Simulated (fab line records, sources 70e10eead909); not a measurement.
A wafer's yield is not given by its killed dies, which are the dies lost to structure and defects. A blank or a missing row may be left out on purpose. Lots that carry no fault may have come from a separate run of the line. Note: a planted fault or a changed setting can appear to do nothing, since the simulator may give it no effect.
Matching of chambers -- flow nand-harc -- NHARC_A_WL_FILL_ALD_10 on ald-hk-03: 4 sister chambers
The step deposits SiO2, target thk 50 nm, pulse time 10 s, ald cycles 500. 4 wafers are shown with their chamber, then 12 later ones without.

== WAFERS PAIRED WITH THEIR CHAMBERS ==
wafer,chamber,heater-power-w (W)
L084.6,0,511
L087.1,1,552
L087.4,3,519
L087.5,2,420

== WAFERS WITH NO CHAMBER GIVEN ==
wafer,heater-power-w (W)
L089.1,522
L089.4,419
L089.5,517
L090.1,514
L090.3,420
L090.6,511
L093.2,563
L093.3,511
L093.4,513
L094.4,502
L094.5,416
L094.6,513

== THE CHAMBER EACH PASSED THROUGH ==
wafer,from the rows above,in truth
L089.1,can't be placed: 3 or 0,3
L089.4,2,2
L089.5,can't be placed: 3 or 0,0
L090.1,can't be placed: 0 or 3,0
L090.3,2,2
L090.6,can't be placed: 0 or 3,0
L093.2,1,1
L093.3,can't be placed: 0 or 3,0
L093.4,can't be placed: 0 or 3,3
L094.4,can't be placed: 0 or 3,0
L094.5,2,2
L094.6,can't be placed: 0 or 3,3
Placed correctly: 4 of 12. From these rows, 8 cannot be placed; in 8 the true chamber is one of the candidates. Placed wrongly: 0.
How it was worked out, from the rows above alone: a wafer's distance from a chamber is the root of the sum, over the readings, of the square of ((its reading less the chamber's mean) divided by the reading's scatter). If the next closest chamber is less than 2 further off than the closest, the wafer can't be placed; otherwise it belongs to the closest. For every chamber, the mean is computed from those of its wafers that are shown. The scatter: with one shown wafer a chamber, the root of the mean of the squares of how far each hidden wafer lies from its nearest shown one.
